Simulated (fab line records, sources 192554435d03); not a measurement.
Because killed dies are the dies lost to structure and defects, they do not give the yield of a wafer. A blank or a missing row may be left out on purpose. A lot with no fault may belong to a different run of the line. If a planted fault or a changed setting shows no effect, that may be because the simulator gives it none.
Split-lot study	flow n5Finfet	7 lots, 39 wafers read, on a route of 1938 steps

ON THE SPLIT
At N5_MOL_CONTACT_COAG_CVD_140 (deposits W, target thk 66.5 nm, time 215 s), the setting targetThkA was moved away from the recipe's 665 angstrom on 12 of the 39 wafers read, by -11.2% to +11.9%. This setting was run at the recipe's value on the other wafers.

Reading taken at the split's own step.

THE READING
W_of_MOL_CONTACT_COAG_CVD_140.thkNm (the simulator's own value, which no gauge read), in nm, at N5_MOL_CONTACT_COAG_CVD_140 (deposits W, target thk 66.5 nm, time 215 s). There is no usual value for it anywhere in the file. Here, 27 wafers ran the recipe; their average is 66.4 nm with a standard deviation of 0.76 nm.

wafer	tool, chamber at the split	targetThkA as run, angstrom	against the recipe	W_of_MOL_CONTACT_COAG_CVD_140.thkNm, nm	against lot-mates on the recipe
L074.1	cvdW-02, 0	665	recipe	67.8	-
L074.2	cvdW-02, 1	590.7	-11.2%	60.2	-7.5
L074.3	cvdW-02, 0	590.7	-11.2%	59.6	-8.1
L074.4	cvdW-02, 1,0	665	recipe	67.6	-
L074.6	cvdW-02, 1,0	665	recipe	67.6	-
L074.5	cvdW-02, 1	590.7	-11.2%	60.6	-7.1
L075.1	cvdW-02, 0	665	recipe	66.8	-
L075.4	cvdW-02, 0	665	recipe	66.8	-
L075.5	cvdW-02, 1	665	recipe	67.4	-
L083.1	cvdW-01, 1	665	recipe	65.8	-
L083.3	cvdW-01, 1	665	recipe	65.8	-
L083.2	cvdW-01, 0	744	+11.9%	75.6	+9.3
L083.4	cvdW-01, 0	665	recipe	67.4	-
L083.5	cvdW-01, 0	744	+11.9%	75.2	+8.9
L083.6	cvdW-01, 1	744	+11.9%	73.6	+7.3
L084.1	cvdW-02, 1	665	recipe	66.4	-
L084.2	cvdW-02, 0	601.6	-9.5%	59.8	-6.6
L084.4	cvdW-02, 0	601.6	-9.5%	59.8	-6.6
L084.3	cvdW-02, 1	601.6	-9.5%	59.6	-6.8
L084.5	cvdW-02, 0	665	recipe	66.8	-
L084.6	cvdW-02, 1	665	recipe	66	-
L086.1	cvdW-02, 0	665	recipe	66.4	-
L086.2	cvdW-02, 1	665	recipe	66.2	-
L086.3	cvdW-02, 1	665	recipe	66	-
L086.6	cvdW-02, 1	665	recipe	66	-
L086.4	cvdW-02, 0	665	recipe	66.6	-
L086.5	cvdW-02, 0	665	recipe	66.8	-
L094.1	cvdW-02, 0	704.5	+5.9%	70.6	+3.9
L094.2	cvdW-02, 0	665	recipe	66.6	-
L094.5	cvdW-02, 0	665	recipe	66.6	-
L094.3	cvdW-02, 0	704.5	+5.9%	71.2	+4.5
L094.4	cvdW-02, 0	704.5	+5.9%	70.4	+3.7
L094.6	cvdW-02, 0	665	recipe	67	-
L096.1	cvdW-01, 0	665	recipe	65.6	-
L096.2	cvdW-01, 1	665	recipe	65.2	-
L096.6	cvdW-01, 1	665	recipe	65.2	-
L096.3	cvdW-01, 0	665	recipe	66.2	-
L096.4	cvdW-01, 1	665	recipe	65.4	-
L096.5	cvdW-01, 0	665	recipe	65	-
The file does not say which wafer passed through which chamber wherever a row lists several chambers: such a row stands for several wafers.

FIT RESULTS
A straight line over all 39 wafers: W_of_MOL_CONTACT_COAG_CVD_140.thkNm changes by +0.662 nm for each +1% of targetThkA; r = +0.98; the points scatter about the line by 0.8 nm.
The same after taking each lot's own level away (the mean of its wafers on the recipe; 39 wafers): +0.694 nm for each +1%; r = +0.99; scatter 0.44 nm.
Per that fit: largest targetThkA move, reading shift of 8.2 nm.
The span of the lots' own levels, 65.43 to 67.67 nm, comes to 2.9 times the standard deviation stated above.
The two slopes agree, so the slope changes little with the lot-to-lot level.
Check: +8.09 nm against its lot-mates is what the line predicts for one of the wafers moved furthest among these (+11.9%) when that wafer is left out of the fit. It came out at +9.27 nm against them.

OTHER SPLITS ON THESE WAFERS
Other splits were also applied to these wafers ahead of the reading. Each is held against what the fit with the lots' levels taken away leaves over:
other split on the same wafers	wafers away from the commonest value	r with W_of_MOL_CONTACT_COAG_CVD_140.thkNm (lot level and that fit taken away)
N5_WELL_APT_EXPOSE_05 doseMj	9	-0.13
N5_FIN_SAQP_ETCH_65 timeS	15	-0.30
N5_FIN_CUT_EXPOSE_05 doseMj	12	+0.08
N5_DUMMY_GATE_ETCH_37 sourceW	12	+0.04
N5_DUMMY_GATE_ETCH_32 timeS	18	+0.16

FILE'S OWN FIT
W_of_MOL_CONTACT_COAG_CVD_140.thkNm changes by +0.694 nm for each +1% of targetThkA, r = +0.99.
